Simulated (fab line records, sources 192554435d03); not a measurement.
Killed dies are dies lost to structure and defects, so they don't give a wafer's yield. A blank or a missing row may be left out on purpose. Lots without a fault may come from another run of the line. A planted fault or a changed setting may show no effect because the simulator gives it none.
fab line records | flow n5_finfet
record lots=21 wafers=63 last_day=19
route steps=1938 shown DUMMY_GATE@247 SPACER0@260 SD_EPI_N@279 SD_EPI_P@304 SDB@376
lots that met no fault: from a run of the same line without faults
start_h: hours from the record's first day to the start of the lot's first wafer shown | wait_h: hours since the lot's step before | " the same as in the row above | L1.1+2: a row that stands for several wafers | - no value, or no start given | * or withheld: withheld | < > ~ a bound
route shown NAME@n: a module of which the file shows steps, and the number in the route of the first | usual: mean/standard deviation of fault-free wafers | same: alike in all rows | chamber/n: place in a boat | sites: the reading at each site | _std_site: their standard deviation | _edge_site: outer sites' mean less inner sites' | radius_mm: how far each site lies from the wafer's centre | mask NAME#n: copy n | behind: the tool/chamber that last shaped the wafer | hold: why the lot was held/for how many hours/how that ended | device: the transistor (n, p or np) that didn't switch | end of line: the same wafers' tests at the end of the route | a step without rows: its recipe alone | killed: dies lost to structure and defects at the first sort, not the wafer's yield | map: a wafer's dies, x killed, . not, _ none there
set.NAME: the setting as run; set.NAME@STEP: as run at that earlier step | model.NAME: the simulator's own value behind a step, which no gauge read
steps of the route over a sample of lots; a table a step, a row a wafer
services: from which hour (start_h, from the record's first day; less than 0 if before it) a tool's chamber was out of use, for how many hours, and why
## steps
# step N5_DUMMY_GATE_ETCH_23
# recipe chemistry=HBr/Cl2/O2 HBr_flow_sccm=150 Cl2_flow_sccm=80 O2_flow_sccm=12 bias_w=102 target_depth_a=410 time_s=22.3 target=poly-Si mask_material=SiO2 pressure_mtorr=10 icp_w=800
# usual HBr_flow_sccm=149.9/0.47 O2_flow_sccm=12.00/0.037 bias_w=101.98/0.26 drypump_motor_current_A=6.0/0.35 he_backside_leak_sccm=2.70/0.22 oes_product_au=1.005/0.026 rf_fwd_power_W=794/3.2 throttle_valve_pct=37.14/0.27
# columns lot.wafer tool chamber start_h wait_h HBr_flow_sccm O2_flow_sccm bias_w drypump_motor_current_A he_backside_leak_sccm oes_product_au rf_fwd_power_W rf_hours_counter_h throttle_valve_pct
L074.1 rie_si-06 0 48.71 0.0 149.3 12.00 101.61 6.3 3.15 0.993 793 44 36.47
L074.4 " 3 " " 149.7 12.00 102.08 5.9 2.80 0.961 791 119 37.51
L074.6 " 3 " " 150.3 11.93 102.28 5.9 2.96 0.958 789 - 37.49
L075.2 rie_si-04 2 54.90 0.0 149.7 11.98 101.97 5.4 2.58 1.037 794 169 37.28
L075.4 " 1 " " 149.6 11.99 102.13 6.1 2.46 1.016 793 48 37.46
L075.5 " 1 " " 149.8 12.02 102.03 6.1 2.75 1.011 795 - 37.46
L076.2 rie_si-06 0 60.40 0.0 150.2 11.97 102.40 6.4 3.09 1.001 790 44 36.49
L076.3 " 1 " " 150.1 12.03 102.23 6.0 3.07 0.988 797 69 37.00
L076.5 " 2 " " 150.0 12.00 102.22 5.5 2.64 1.018 793 - 37.11
L077.1 rie_si-01 0 65.51 0.0 150.6 12.07 102.45 6.1 2.47 1.033 793 59 36.80
L077.2 " 2 " " 150.6 11.99 101.98 6.3 2.78 1.036 795 25 37.11
L077.4 " 3 " " 149.8 11.96 101.65 5.6 2.83 0.964 797 77 37.00
L078.1 rie_si-04 1 71.67 0.0 150.2 11.95 102.25 6.1 2.80 1.013 796 48 37.47
L078.2 " 2 " " 150.1 12.04 102.01 5.5 2.62 1.034 801 169 37.29
L078.4 " 3 " " 150.7 12.00 101.86 6.6 2.74 1.000 794 29 37.33
L079.1 rie_si-01 3 76.23 0.0 150.1 11.95 102.30 5.6 2.93 0.958 798 78 36.98
L079.4 " 1 " " 150.4 11.98 101.94 6.2 2.49 1.012 792 58 37.41
L079.6 " 2 " " 149.9 12.03 102.13 6.3 2.63 1.035 795 - 37.11
L080.2 rie_si-01 0 83.40 0.0 148.9 11.96 101.99 6.1 2.53 1.039 799 60 36.80
L080.3 " 2 " " 149.2 12.00 101.63 6.3 2.35 1.034 799 25 37.10
L080.4 " 1 " " 150.3 11.98 101.75 6.3 2.53 1.007 795 58 37.43
L081.3 rie_si-06 2 91.22 0.0 150.5 12.05 101.73 5.5 2.71 1.010 787 10 37.11
L081.4 " 0 " " 149.6 12.01 102.09 6.4 3.09 1.004 790 44 36.49
L081.6 " 3 " " 150.6 12.04 102.71 5.9 2.70 0.962 789 - 37.50
L082.3 rie_si-04 3 99.32 0.0 149.9 12.03 102.15 6.6 2.71 0.981 795 30 37.33
L082.4 " 0 " " 149.8 11.98 101.71 6.2 2.80 0.994 797 106 36.93
L082.6 " 2 " " 149.8 11.98 102.30 5.4 2.56 1.034 797 - 37.30
L083.2 rie_si-01 3 103.06 0.0 149.8 12.00 101.94 5.6 2.84 0.966 795 78 36.97
L083.5 " 3 " " 149.5 12.06 102.17 5.6 2.93 0.959 795 - 36.97
L083.6 " 2 " " 149.8 12.02 102.35 6.3 2.44 1.050 794 - 37.10
L084.1 rie_si-01 0 109.55 0.0 150.4 12.03 101.50 6.1 2.40 1.033 793 60 36.79
L084.3 " 1 " " 149.7 11.96 101.89 6.3 2.38 1.011 796 58 37.44
L084.5 " 3 " " 149.2 12.03 101.86 5.5 2.87 0.964 791 - 36.98
L087.1 rie_si-01 2 123.72 0.0 150.5 12.02 102.38 6.3 2.55 1.039 795 26 37.09
L087.2 " 0 " " 150.7 12.02 102.17 6.1 2.58 1.035 796 61 36.80
L087.5 " 0 " " 149.9 11.99 102.32 6.1 2.45 1.029 798 - 36.81
L088.1 rie_si-06 2 129.11 0.0 150.0 12.03 102.00 5.5 2.65 1.014 784 11 37.11
L088.4 " 3 " " 150.4 12.01 101.84 5.9 2.96 0.964 790 120 37.51
L088.5 " 2 " " 150.0 11.99 102.08 5.6 2.52 1.006 789 - 37.11
L089.1 rie_si-01 0 136.38 0.0 148.6 12.02 101.69 6.1 2.41 1.034 795 61 36.80
L089.4 " 3 " " 149.8 11.94 101.63 5.6 2.88 0.961 793 78 36.99
L089.6 " 2 " " 149.9 11.99 102.23 6.3 2.70 1.033 801 - 37.09
L090.1 rie_si-06 1 143.96 0.0 149.6 11.99 101.80 6.0 3.30 1.000 797 70 36.99
L090.5 " 2 " " 150.0 11.97 102.13 5.5 2.77 0.994 787 - 37.12
L090.6 " 3 " " 149.2 12.00 101.65 5.9 2.99 0.965 785 - 37.50
L091.1 rie_si-04 0 147.56 0.0 149.7 12.00 101.72 6.2 2.67 1.009 793 106 36.92
L091.2 " 1 " " 149.5 11.98 101.83 6.0 2.65 1.014 789 49 37.47
L091.4 " 3 " " 150.5 12.07 102.45 6.6 2.88 0.990 794 31 37.34
L092.2 rie_si-01 0 155.57 0.0 150.0 12.04 102.12 6.1 2.57 1.021 796 61 36.79
L092.4 " 3 " " 149.7 12.08 102.39 5.6 2.67 0.957 799 79 36.98
L092.5 " 3 " " 149.2 12.06 101.92 5.6 2.79 0.968 795 - 36.99
L093.2 rie_si-04 0 163.45 0.0 150.1 11.98 101.91 6.2 2.83 0.997 791 107 36.92
L093.4 " 2 " " 150.2 12.01 102.33 5.5 2.62 1.029 793 171 37.30
L093.6 " 3 " " 150.5 12.01 102.40 6.6 2.49 0.983 798 - 37.32
L094.4 rie_si-01 2 173.47 0.0 148.6 11.97 101.75 6.3 2.53 1.045 796 26 37.08
L094.5 " 3 " " 150.0 11.95 102.13 5.6 2.77 0.969 796 - 36.98
L094.6 " 0 " " 149.9 12.00 101.41 6.1 2.45 1.041 794 - 36.80
L097.1 rie_si-04 1 185.01 0.0 150.3 12.12 101.89 6.1 2.77 1.013 793 50 37.45
L097.3 " 2 " " 150.3 11.96 102.42 5.5 2.56 1.016 794 171 37.30
L097.6 " 2 " " 150.0 11.94 101.95 5.5 2.50 1.027 797 - 37.30
L096.1 rie_si-04 3 185.86 0.0 150.1 11.98 102.36 6.6 2.71 0.989 797 31 37.35
L096.3 " 0 " " 149.6 12.10 101.90 6.2 2.93 0.991 795 107 36.92
L096.4 " 2 " " 149.7 12.05 102.24 5.5 2.55 1.020 799 172 37.30
# step N5_SPACER0_ALD_08
# recipe material=SiNx target_thk_a=20 temp_c=400 ald_precursor_family=SiH2I2 ald_co_reactant=N2/H2-plasma pressure_torr=2
# usual heater_power_w=827/74
# columns lot.wafer tool chamber start_h wait_h heater_power_w
L074.1 ald_sin-03 0 49.62 0.1 836
L074.4 " 3 " " 895
L074.6 " 3 " " 867
L075.2 ald_sin-01 0 55.99 0.1 857
L075.4 " 2 " " 765
L075.5 " 2 " " 767
L076.2 ald_sin-03 3 61.30 0.1 886
L076.3 " 2 " " 753
L076.5 " 3 " " 856
L077.1 ald_sin-01 2 66.41 0.1 759
L077.2 " 0 " " 825
L077.4 " 3 " " 819
L078.1 ald_sin-01 0 73.00 0.1 842
L078.2 " 1 " " 832
L078.4 " 3 " " 839
L079.1 ald_sin-01 2 77.14 0.1 750
L079.4 " 0 " " 831
L079.6 " 2 " " 750
L080.2 ald_sin-02 0 84.52 0.1 757
L080.3 " 3 " " 749
L080.4 " 2 " " 980
L081.3 ald_sin-03 1 92.31 0.1 826
L081.4 " 2 " " 738
L081.6 " 3 " " 881
L082.3 ald_sin-01 2 100.34 0.1 705
L082.4 " 3 " " 786
L082.6 " 3 " " 804
L083.2 ald_sin-02 1 104.02 0.1 863
L083.5 " 2 " " 1003
L083.6 " 3 " " 768
L084.1 ald_sin-01 3 110.46 0.1 811
L084.3 " 0 " " 818
L084.5 " 0 " " 815
L087.1 ald_sin-03 1 125.65 0.1 828
L087.2 " 0 " " 845
L087.5 " 0 " " 849
L088.1 ald_sin-02 1 130.01 0.1 859
L088.4 " 0 " " 758
L088.5 " 0 " " 770
L089.1 ald_sin-01 3 137.37 0.1 814
L089.4 " 1 " " 889
L089.6 " 2 " " 703
L090.1 ald_sin-03 0 144.94 0.1 844
L090.5 " 3 " " 901
L090.6 " 0 " " 829
L091.1 ald_sin-01 1 148.93 0.1 864
L091.2 " 2 " " 727
L091.4 " 3 " " 810
L092.2 ald_sin-02 1 156.54 0.1 857
L092.4 " 0 " " 771
L092.5 " 3 " " 762
L093.2 ald_sin-01 1 166.20 0.1 901
L093.4 " 2 " " 715
L093.6 " 2 " " 717
L094.4 ald_sin-02 1 174.43 0.1 868
L094.5 " 2 " " 987
L094.6 " 3 " " 765
L097.1 ald_sin-02 0 186.95 0.1 767
L097.3 " 2 " " 982
L097.6 " 3 " " 771
L096.1 ald_sin-01 2 187.82 0.1 726
L096.3 " 0 " " 818
L096.4 " 0 " " 828
# step N5_SD_EPI_N_ETCH_16
# recipe chemistry=CHF3/O2 target=SiO2 target_depth_a=50 mask_material=SOC pressure_mtorr=30 source_w=650 bias_w=170 Ar_flow_sccm=200 CHF3_flow_sccm=50 O2_flow_sccm=5 ion_energy_ev=200
# usual O2_flow_sccm=5.001/0.015 bias_w=170.0/0.53 drypump_motor_current_A=5.6/0.32 oes_product_au=0.78/0.073 rf_fwd_power_W=644.1/2.4 rf_vpp_V=523/10 showerhead_plenum_p_Torr=2.45/0.059 throttle_valve_pct=19.0/0.31
# columns lot.wafer tool chamber start_h wait_h O2_flow_sccm bias_w drypump_motor_current_A oes_product_au rf_fwd_power_W rf_hours_counter_h rf_vpp_V showerhead_plenum_p_Torr throttle_valve_pct
L074.1 rie_diel-06 3 51.27 0.1 4.998 169.5 5.1 0.75 645.6 137 499 2.53 19.3
L074.4 " 1 " " 4.993 168.6 5.7 0.75 642.2 183 511 2.48 19.2
L074.6 " 3 " " 5.003 169.9 5.1 0.75 646.1 - 498 2.53 19.3
L075.2 rie_diel-06 2 57.13 0.1 4.985 169.1 5.5 0.87 644.7 46 532 2.45 18.9
L075.4 " 1 " " 4.999 169.4 5.7 0.75 641.8 185 512 2.48 19.2
L075.5 " 1 " " 5.008 170.5 5.7 0.74 643.0 - 512 2.48 19.2
L076.2 rie_diel-06 1 62.72 0.1 4.976 170.0 5.6 0.74 641.8 187 510 2.48 19.2
L076.3 " 3 " " 5.018 171.0 5.1 0.73 644.2 140 499 2.53 19.3
L076.5 " 0 " " 5.011 170.2 5.9 0.88 642.2 - 514 2.35 18.6
L077.1 rie_diel-03 0 67.78 0.1 4.998 170.4 5.3 0.71 648.5 210 525 2.50 19.4
L077.2 " 2 " " 4.988 169.9 6.3 0.74 646.3 162 526 2.39 18.9
L077.4 " 1 " " 4.993 170.4 5.8 0.81 641.5 76 538 2.43 18.7
L078.1 rie_diel-03 1 74.26 0.1 5.005 170.2 5.8 0.82 640.1 78 539 2.43 18.7
L078.2 " 2 " " 5.026 170.5 6.3 0.74 643.3 164 527 2.39 18.9
L078.4 " 3 " " 5.017 169.5 5.1 0.76 643.0 124 521 2.42 18.9
L079.1 rie_diel-03 0 78.27 0.1 5.018 169.5 5.3 0.70 643.7 213 526 2.50 19.4
L079.4 " 2 " " 5.002 169.7 6.3 0.74 646.8 165 527 2.39 18.9
L079.6 " 0 " " 5.010 170.8 5.3 0.71 644.8 - 527 2.50 19.4
L080.2 rie_diel-01 2 85.78 0.1 5.010 170.3 5.7 0.70 644.7 201 533 2.49 19.2
L080.3 " 3 " " 4.986 169.8 5.5 0.94 643.6 11 525 2.38 18.5
L080.4 " 1 " " 4.991 169.4 5.5 0.79 645.0 142 526 2.51 19.0
L081.3 rie_diel-01 3 93.57 0.1 4.999 170.4 5.5 0.93 643.3 14 525 2.38 18.5
L081.4 " 0 " " 5.020 170.9 5.7 0.90 646.5 30 524 2.55 18.5
L081.6 " 1 " " 4.965 169.9 5.5 0.78 646.2 - 527 2.51 19.0
L082.3 rie_diel-06 3 101.66 0.1 5.011 170.0 5.1 0.74 645.4 153 500 2.52 19.3
L082.4 " 1 " " 5.012 170.7 5.6 0.73 642.3 201 512 2.47 19.2
L082.6 " 1 " " 5.012 170.3 5.6 0.73 642.7 - 512 2.47 19.2
L083.2 rie_diel-03 2 105.28 0.1 5.005 169.6 6.3 0.73 645.3 176 527 2.39 18.9
L083.5 " 0 " " 4.997 171.0 5.3 0.69 648.1 - 524 2.50 19.4
L083.6 " 3 " " 5.007 169.7 5.2 0.76 644.0 - 520 2.42 18.9
L084.1 rie_diel-06 2 111.72 0.1 5.008 170.7 5.5 0.84 644.9 63 532 2.44 18.9
L084.3 " 0 " " 5.001 169.8 5.9 0.87 641.3 52 513 2.34 18.6
L084.5 " 0 " " 5.013 169.5 5.9 0.86 641.3 - 513 2.34 18.6
L087.1 rie_diel-01 2 127.13 0.1 5.016 170.9 5.7 0.69 646.5 213 533 2.48 19.2
L087.2 " 0 " " 4.998 170.1 5.7 0.88 645.4 39 523 2.54 18.5
L087.5 " 1 " " 5.004 170.1 5.5 0.77 640.1 - 527 2.50 19.0
L088.1 rie_diel-06 0 131.33 0.1 5.012 170.8 5.9 0.85 647.3 58 514 2.34 18.6
L088.4 " 1 " " 4.993 171.0 5.6 0.72 642.2 212 512 2.47 19.3
L088.5 " 2 " " 5.003 170.1 5.5 0.84 646.4 - 533 2.44 18.9
L089.1 rie_diel-01 2 138.69 0.1 5.034 170.9 5.7 0.69 646.6 217 532 2.48 19.3
L089.4 " 1 " " 5.001 169.5 5.5 0.76 641.6 161 525 2.50 19.0
L089.6 " 2 " " 4.997 170.7 5.6 0.69 647.6 - 532 2.48 19.3
L090.1 rie_diel-03 3 146.20 0.1 4.984 170.2 5.1 0.75 647.0 151 520 2.41 18.9
L090.5 " 0 " " 5.009 169.9 5.3 0.68 647.1 - 525 2.49 19.5
L090.6 " 1 " " 5.000 169.9 5.8 0.79 644.5 - 538 2.42 18.7
L091.1 rie_diel-03 0 150.20 0.1 4.994 169.1 5.3 0.69 643.1 239 526 2.49 19.5
L091.2 " 3 " " 4.994 170.0 5.1 0.74 644.1 152 521 2.41 18.9
L091.4 " 2 " " 5.023 169.8 6.2 0.71 645.3 193 526 2.38 18.9
L092.2 rie_diel-06 0 157.86 0.1 5.029 170.4 5.9 0.84 642.3 69 514 2.33 18.6
L092.4 " 2 " " 5.023 169.8 5.5 0.83 641.3 72 532 2.44 18.9
L092.5 " 3 " " 5.010 169.8 5.1 0.71 648.2 - 497 2.51 19.4
L093.2 rie_diel-03 3 167.46 0.1 4.998 170.4 5.2 0.73 643.9 159 520 2.41 18.9
L093.4 " 2 " " 5.012 170.4 6.3 0.71 645.5 200 526 2.38 18.9
L093.6 " 2 " " 5.010 169.7 6.3 0.71 646.3 - 527 2.38 18.9
L094.4 rie_diel-06 3 175.63 0.1 4.994 170.0 5.2 0.71 643.9 179 497 2.51 19.4
L094.5 " 1 " " 4.986 169.4 5.7 0.71 646.4 - 511 2.46 19.3
L094.6 " 0 " " 5.020 170.5 5.9 0.82 643.3 - 513 2.33 18.6
L097.1 rie_diel-03 0 188.45 0.1 5.027 169.5 5.3 0.69 645.7 249 526 2.49 19.5
L097.3 " 1 " " 4.950 170.3 5.8 0.77 639.1 120 537 2.41 18.7
L097.6 " 3 " " 4.997 169.8 5.1 0.74 644.8 - 520 2.41 18.9
L096.1 rie_diel-01 2 189.66 0.1 5.023 170.5 5.7 0.67 652.5 234 532 2.47 19.3
L096.3 " 3 " " 4.986 168.9 5.5 0.86 644.1 43 523 2.37 18.6
L096.4 " 0 " " 4.976 170.4 5.7 0.85 644.7 61 525 2.54 18.5
# step N5_SD_EPI_P_OVL_MEAS_10
# recipe points_per_wafer=44
# usual SD_P_BLK_OVL=0.1/0.66
# columns lot.wafer tool chamber start_h wait_h SD_P_BLK_OVL[nm]
L074.1 overlay-02 0 56.00 0.0 -0.7
L074.4 " 0 " " 0.6
L074.6 " 0 " " 0.2
L075.2 overlay-01 0 61.62 0.0 -0.3
L075.4 " 0 " " -0.6
L075.5 " 0 " " -0.7
L077.1 overlay-02 0 72.71 0.0 0.9
L077.2 " 0 " " -0.1
L077.4 " 0 " " 0.5
L078.1 overlay-01 0 77.89 0.0 0.8
L078.2 " 0 " " -0.6
L078.4 " 0 " " 0.1
L079.1 overlay-02 0 82.65 0.0 0.0
L079.4 " 0 " " 0.0
L079.6 " 0 " " -0.4
L080.2 overlay-01 0 89.89 0.0 -0.8
L080.3 " 0 " " -0.2
L080.4 " 0 " " 0.0
L081.3 overlay-01 0 97.36 0.0 0.6
L081.4 " 0 " " -0.5
L081.6 " 0 " " 0.5
L082.3 overlay-01 0 105.63 0.0 0.6
L082.4 " 0 " " 1.1
L082.6 " 0 " " 0.5
L083.2 overlay-02 0 108.93 0.0 -1.1
L083.5 " 0 " " -0.6
L083.6 " 0 " " -1.0
L084.1 overlay-02 0 115.77 0.0 0.5
L084.3 " 0 " " 0.3
L084.5 " 0 " " 0.3
L087.1 overlay-02 0 130.96 0.0 -0.4
L087.2 " 0 " " -0.8
L087.5 " 0 " " 0.2
L088.1 overlay-01 0 134.99 0.0 0.4
L088.4 " 0 " " -0.7
L088.5 " 0 " " -0.1
L089.1 overlay-01 0 142.47 0.0 -0.4
L089.4 " 0 " " -1.1
L089.6 " 0 " " -1.1
L090.1 overlay-01 0 150.97 0.0 -0.2
L090.5 " 0 " " -0.9
L090.6 " 0 " " -1.4
L091.1 overlay-01 0 153.98 0.0 0.4
L091.2 " 0 " " -0.3
L091.4 " 0 " " -0.5
L092.2 overlay-01 0 161.62 0.0 -0.3
L092.4 " 0 " " 0.2
L092.5 " 0 " " -0.4
L076.2 overlay-01 0 171.04 0.0 0.0
L076.3 " 0 " " -0.5
L076.5 " 0 " " 0.6
L093.2 overlay-02 0 171.53 0.0 -0.1
L093.4 " 0 " " -0.1
L093.6 " 0 " " -0.2
L094.4 overlay-02 0 180.56 0.0 0.6
L094.5 " 0 " " 1.1
L094.6 " 0 " " -0.6
L097.1 overlay-01 0 192.21 0.0 0.4
L097.3 " 0 " " 0.4
L097.6 " 0 " " 0.4
L096.1 overlay-01 0 193.60 0.0 0.2
L096.3 " 0 " " 1.8
L096.4 " 0 " " 1.0
# step N5_SD_EPI_P_SD_RECESS_17
# recipe chemistry=HBr/Cl2/O2 target_depth_a=391 bt_time_s=3 pressure_mtorr=10 icp_w=800 bias_w=112 HBr_flow_sccm=150 Cl2_flow_sccm=80 O2_flow_sccm=12
# usual HBr_flow_sccm=150.0/0.41 O2_flow_sccm=12.00/0.037 bias_w=112.0/0.36 drypump_motor_current_A=6.0/0.32 he_backside_leak_sccm=2.72/0.21 oes_product_au=1.006/0.021 rf_fwd_power_W=795.0/2.6 throttle_valve_pct=36.95/0.29
# columns lot.wafer tool chamber start_h wait_h HBr_flow_sccm O2_flow_sccm bias_w drypump_motor_current_A he_backside_leak_sccm oes_product_au rf_fwd_power_W rf_hours_counter_h throttle_valve_pct
L074.1 rie_si-01 1 56.75 0.0 149.6 12.01 111.7 6.2 2.61 1.009 790.8 57 37.26
L074.4 " 2 " " 150.1 12.03 112.3 6.3 3.00 1.029 790.6 24 36.92
L074.6 " 3 " " 150.0 12.01 112.2 5.6 2.72 0.965 796.7 - 36.83
L075.2 rie_si-06 1 62.37 0.0 150.2 11.97 111.7 6.0 3.06 1.003 795.0 69 36.83
L075.4 " 2 " " 150.2 12.08 112.0 5.5 2.80 1.014 792.7 10 36.94
L075.5 " 0 " " 150.4 11.95 111.8 6.4 3.01 1.004 793.5 - 36.30
L077.1 rie_si-04 2 73.45 0.0 150.1 12.01 112.5 5.4 2.60 1.025 795.1 169 37.10
L077.2 " 3 " " 149.3 12.04 111.9 6.6 2.69 1.004 796.3 29 37.15
L077.4 " 0 " " 150.7 12.03 112.4 6.2 2.90 0.998 791.1 105 36.76
L078.1 rie_si-01 2 78.63 0.0 150.9 11.98 111.9 6.3 2.68 1.034 798.4 25 36.91
L078.2 " 1 " " 149.8 11.95 112.3 6.2 2.57 1.011 794.0 58 37.25
L078.4 " 0 " " 149.7 12.00 112.1 6.1 2.58 1.030 798.7 60 36.61
L079.1 rie_si-04 0 83.39 0.0 150.0 12.00 112.3 6.2 2.83 1.003 796.0 105 36.75
L079.4 " 1 " " 149.5 12.01 112.1 6.1 2.52 1.013 791.8 48 37.27
L079.6 " 2 " " 150.3 12.00 112.4 5.4 2.39 1.049 794.1 - 37.12
L080.2 rie_si-01 3 90.64 0.0 149.6 11.99 111.3 5.6 2.77 0.959 795.7 78 36.82
L080.3 " 1 " " 150.6 12.04 112.0 6.3 2.42 1.002 792.7 58 37.26
L080.4 " 2 " " 149.8 12.01 111.6 6.3 2.46 1.028 796.2 25 36.93
L081.3 rie_si-04 3 98.11 0.0 149.5 12.09 111.4 6.6 2.79 0.999 793.9 30 37.17
L081.4 " 2 " " 149.9 12.01 111.6 5.5 2.59 1.026 796.7 170 37.13
L081.6 " 0 " " 149.9 12.00 112.3 6.2 2.86 1.009 796.3 - 36.76
L082.3 rie_si-01 1 106.37 0.0 149.4 12.00 112.4 6.2 2.58 1.012 797.0 58 37.24
L082.4 " 0 " " 150.8 11.95 112.3 6.1 2.50 1.014 799.7 60 36.60
L082.6 " 2 " " 149.8 12.04 112.1 6.3 2.57 1.027 794.8 - 36.92
L083.2 rie_si-06 3 109.87 0.0 150.2 12.00 112.1 5.9 2.87 0.971 790.2 120 37.34
L083.5 " 1 " " 150.0 11.98 112.8 6.0 3.10 0.997 791.5 - 36.81
L083.6 " 0 " " 149.2 11.95 111.9 6.4 3.00 1.004 796.1 - 36.29
L084.1 rie_si-01 1 116.52 0.0 149.8 11.94 111.9 6.2 2.47 1.010 795.1 59 37.25
L084.3 " 2 " " 150.2 11.97 112.1 6.3 2.57 1.022 798.6 26 36.92
L084.5 " 1 " " 150.2 11.93 111.7 6.3 2.47 1.007 797.1 - 37.24
L087.1 rie_si-01 3 131.71 0.0 150.1 12.05 111.6 5.6 2.68 0.972 796.5 78 36.80
L087.2 " 0 " " 150.4 12.00 111.9 6.1 2.57 1.024 797.0 61 36.62
L087.5 " 0 " " 150.3 11.98 111.3 6.1 2.54 1.025 799.5 - 36.60
L088.1 rie_si-04 3 135.74 0.0 149.7 11.98 112.4 6.6 2.84 0.996 795.4 30 37.15
L088.4 " 2 " " 149.8 12.01 111.4 5.5 2.50 1.037 792.4 171 37.14
L088.5 " 3 " " 149.9 12.00 112.1 6.6 2.67 1.001 792.5 - 37.16
L089.1 rie_si-01 0 143.21 0.0 149.9 11.98 112.0 6.1 2.42 1.026 792.9 61 36.61
L089.4 " 1 " " 150.5 12.03 111.7 6.2 2.50 1.012 793.4 59 37.24
L089.6 " 3 " " 150.1 11.97 112.5 5.6 2.73 0.964 794.2 - 36.81
L090.1 rie_si-06 3 151.91 0.0 150.1 12.08 111.9 5.9 2.98 0.968 791.5 121 37.34
L090.5 " 0 " " 150.3 12.00 111.8 6.3 3.08 1.006 796.8 - 36.30
L090.6 " 3 " " 149.9 11.96 112.2 5.9 2.89 0.971 793.4 - 37.33
L091.1 rie_si-04 1 154.72 0.0 149.6 11.96 112.2 6.1 2.63 1.016 792.2 50 37.28
L091.2 " 0 " " 150.2 12.03 112.1 6.2 2.64 1.000 795.3 106 36.76
L091.4 " 3 " " 150.1 12.00 112.3 6.6 2.72 1.003 796.0 31 37.16
L092.2 rie_si-01 2 162.39 0.0 150.3 11.94 112.1 6.3 2.42 1.030 798.5 26 36.91
L092.4 " 1 " " 150.4 11.96 112.5 6.2 2.53 1.009 793.7 59 37.24
L092.5 " 1 " " 149.6 11.98 111.6 6.3 2.49 1.014 794.2 - 37.24
L076.2 rie_si-01 1 171.82 0.0 150.9 11.95 112.4 6.2 2.57 1.009 796.2 60 37.26
L076.3 " 2 " " 149.3 11.98 112.3 6.3 2.19 1.027 794.9 26 36.91
L076.5 " 1 " " 150.4 11.93 111.5 6.3 2.68 1.013 795.1 - 37.24
L093.2 rie_si-06 3 172.28 0.0 149.8 11.95 112.0 5.9 2.94 0.970 791.7 121 37.32
L093.4 " 2 " " 150.5 12.07 112.2 5.5 2.58 1.007 790.8 12 36.93
L093.6 " 0 " " 150.7 11.95 112.6 6.4 3.05 1.012 798.5 - 36.31
L094.4 rie_si-04 2 181.46 0.0 149.4 11.93 113.2 5.5 2.55 1.040 793.7 171 37.11
L094.5 " 1 " " 151.2 12.04 112.1 6.1 2.69 1.023 791.8 - 37.29
L094.6 " 0 " " 150.3 12.00 112.6 6.2 2.79 1.008 797.9 - 36.75
L097.1 rie_si-01 3 192.95 0.0 149.6 11.99 111.1 5.6 2.84 0.971 799.5 80 36.81
L097.3 " 2 " " 149.4 12.03 111.9 6.4 2.62 1.020 795.6 27 36.92
L097.6 " 2 " " 150.2 11.97 112.7 6.3 2.82 1.029 796.2 - 36.91
L096.1 rie_si-06 3 194.34 0.0 150.1 12.05 111.7 5.9 2.76 0.966 791.6 122 37.34
L096.3 " 2 " " 149.6 11.93 112.2 5.5 2.78 1.002 790.1 12 36.93
L096.4 " 0 " " 149.8 12.00 112.2 6.4 3.15 1.006 798.9 46 36.32
# step N5_SDB_INSPECT_36
# recipe inspect_instrument=darkfield mode=post_cmp
# usual raw_defect_count=39/16
# columns lot.wafer tool chamber start_h wait_h raw_defect_count
L074.1 defect_inspect-01 - 72.44 0.0 46
L074.4 " - " " 124
L074.6 " - " " 37
L075.2 defect_inspect-01 - 77.63 0.0 22
L075.4 " - " " 32
L075.5 " - " " 23
L077.1 defect_inspect-01 - 87.95 0.0 33
L077.2 " - " " 20
L077.4 " - " " 26
L078.1 defect_inspect-01 - 94.19 0.0 52
L078.2 " - " " 88
L078.4 " - " " 58
L079.1 defect_inspect-02 - 98.42 0.0 51
L079.4 " - " " 18
L079.6 " - " " 38
L080.2 defect_inspect-02 - 105.98 0.0 40
L080.3 " - " " 53
L080.4 " - " " 24
L081.3 defect_inspect-02 - 112.73 0.0 31
L081.4 " - " " 25
L081.6 " - " " 43
L082.3 defect_inspect-01 - 121.24 0.0 52
L082.4 " - " " 35
L082.6 " - " " 43
L083.2 defect_inspect-01 - 125.54 0.0 24
L083.5 " - " " 34
L083.6 " - " " 15
L084.1 defect_inspect-02 - 131.71 0.0 44
L084.3 " - " " 28
L084.5 " - " " 21
L087.1 defect_inspect-02 - 146.47 0.0 26
L087.2 " - " " 34
L087.5 " - " " 52
L088.1 defect_inspect-02 - 152.08 0.0 35
L088.4 " - " " 48
L088.5 " - " " 48
L089.1 defect_inspect-01 - 158.41 0.0 37
L089.4 " - " " 54
L089.6 " - " " 40
L090.1 defect_inspect-02 - 166.66 0.0 33
L090.5 " - " " 38
L090.6 " - " " 21
L091.1 defect_inspect-01 - 170.67 0.0 46
L091.2 " - " " 32
L091.4 " - " " 34
L092.2 defect_inspect-01 - 176.92 0.0 26
L092.4 " - " " 31
L092.5 " - " " 19
L093.2 defect_inspect-01 - 187.76 0.0 67
L093.4 " - " " 27
L093.6 " - " " 46
L076.2 defect_inspect-01 - 188.16 0.0 43
L076.3 " - " " 31
L076.5 " - " " 22
L094.4 defect_inspect-02 - 196.76 0.0 43
L094.5 " - " " 32
L094.6 " - " " 22
L097.1 defect_inspect-01 - 208.17 0.0 50
L097.3 " - " " 27
L097.6 " - " " 39
L096.1 defect_inspect-01 - 209.50 0.0 55
L096.3 " - " " 33
L096.4 " - " " 52
## services
# columns tool chamber start_h hours kind
rie_si-04 - 28.53 2.8 pm
ald_sin-01 2 28.99 15.9 repair
rie_diel-03 - 32.33 1.6 repair
ald_sin-02 - 43.57 0.6 repair
ald_sin-01 - 43.69 1.5 repair
rie_si-06 - 49.33 0.2 repair
ald_sin-01 1 50.15 4.0 repair
ald_sin-01 - 85.86 14.0 pm
ald_sin-01 0 85.86 14.0 vent_cycle
ald_sin-01 1 85.86 14.0 vent_cycle
rie_diel-01 2 87.98 4.9 repair
rie_si-06 3 101.48 1.8 repair
rie_diel-01 3 105.08 9.1 repair
rie_diel-01 0 113.19 5.2 repair
rie_diel-06 2 113.32 8.0 repair
ald_sin-03 1 114.06 7.8 repair
ald_sin-02 - 144.29 6.0 pm
rie_diel-06 2 144.85 12.2 repair
ald_sin-03 - 162.30 6.1 pm
rie_diel-03 0 170.10 5.9 repair
ald_sin-02 0 173.72 1.7 repair
ald_sin-03 - 177.94 14.0 pm
ald_sin-01 1 184.53 5.7 repair
ald_sin-02 3 187.52 4.0 repair
## key
fault none
